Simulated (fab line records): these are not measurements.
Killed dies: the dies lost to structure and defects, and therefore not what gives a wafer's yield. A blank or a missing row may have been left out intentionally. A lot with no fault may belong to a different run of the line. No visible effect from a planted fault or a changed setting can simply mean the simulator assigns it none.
One fault seen from 3 desks | flow n5_finfet | only its own numbers are on each desk; what lay behind them is given at the end

## THE TOOL OWNER'S DESK: rie_diel-03
The tool's own readings at N5_BEOL_M3_ETCH_64 (etches SOC in N2/H2, target depth 75 nm, overetch 15 nm, time 112.5 s): means of the sampled wafers that have a number, for each lot that ran on this tool. The brackets show how far a lot's mean lies from the usual mean; more than 4 standard deviations puts the lot out of limits, marked OUT.
Columns: A = drypump_motor_current_A at N5_BEOL_M3_ETCH_64, usual 5.6 A; B = oes_product_au at N5_BEOL_M3_ETCH_64, usual 0.63 a.u.; C = rf_vpp_V at N5_BEOL_M3_ETCH_64, usual 523.5 V; D = showerhead_plenum_p_Torr at N5_BEOL_M3_ETCH_64, usual 2.53 Torr; E = throttle_valve_pct at N5_BEOL_M3_ETCH_64, usual 17.71 %
lot  | first seen here | A   | B    | C     | D    | E
L145 | day 7 20:55     | 5.7 | 0.63 | 521.7 | 2.49 | 17.49
L150 | day 9 01:43     | 5.4 | 0.68 | 521.9 | 2.46 | 17.36
L149 | day 9 09:21     | 5.5 | 0.59 | 523.2 | 2.54 | 17.66
Finding of this desk: none of the 3 lots has anything out of limits.

## THE DEFECT DESK
Per lot, the means of the sampled wafers with a number show what the inspections along the route counted. The brackets show how far a lot's mean lies from the usual mean; more than 4 standard deviations puts the lot out of limits, marked OUT.
Columns: A = raw_defect_count at N5_BEOL_M3_INSPECT_13, usual 431
lot  | first seen here | A
L145 | day 7 20:34     | 440
L150 | day 9 01:11     | 354
L149 | day 9 08:54     | 338
L159 | day 11 07:51    | 399
L157 | day 11 08:32    | 619
L166 | day 13 03:41    | 444
Finding of this desk: none of the 6 lots has anything out of limits.

## METROLOGY DESK
What the gauges read for every lot (on any tool): the sampled wafers with a number, averaged. The brackets show how far a lot's mean lies from the usual mean; more than 4 standard deviations puts the lot out of limits, marked OUT. Readings shown: 7 of its 12, picked as those furthest out on some lot.
Columns: A = M3_OVL at N5_BEOL_M3_OVL_MEAS_12, usual -0.3 nm; B = DIBL_P at N5_BEOL_M4_RC_MEAS_101, usual 37.0 mV/V; C = IOFF_P at N5_BEOL_M4_RC_MEAS_101, usual 0.22 nA/um; D = ION_P at N5_BEOL_M4_RC_MEAS_101, usual 462 uA/um; E = SS_N at N5_BEOL_M4_RC_MEAS_101, usual 71.7 mV/dec; F = VT_N at N5_BEOL_M4_RC_MEAS_101, usual 250 mV; G = VT_P at N5_BEOL_M4_RC_MEAS_101, usual -250 mV
lot  | first seen here | A    | B    | C    | D   | E    | F   | G
L145 | day 7 20:29     | 0.4  | 35.5 | 0.18 | 453 | 72.2 | 254 | -253
L150 | day 9 01:07     | 0.2  | 36.1 | 0.21 | 464 | 71.7 | 252 | -249
L149 | day 9 08:49     | 0.2  | 36.8 | 0.21 | 456 | 71.7 | 250 | -250
L159 | day 11 07:46    | -1.1 | 35.6 | 0.20 | 465 | 70.9 | 251 | -251
L157 | day 11 08:27    | -0.0 | 37.8 | 0.21 | 458 | 72.1 | 250 | -253
L166 | day 13 03:35    | 0.9  | 34.8 | 0.19 | 458 | 71.5 | 251 | -252
Finding of this desk: none of the 6 lots has anything out of limits.

## TAKEN TOGETHER
The desk of the tool owner found nothing out of limits.
Nothing out of limits was seen by the defect desk.
Nothing out of limits was seen by the metrology desk.

## WHAT THE SIMULATOR HAD INSERTED
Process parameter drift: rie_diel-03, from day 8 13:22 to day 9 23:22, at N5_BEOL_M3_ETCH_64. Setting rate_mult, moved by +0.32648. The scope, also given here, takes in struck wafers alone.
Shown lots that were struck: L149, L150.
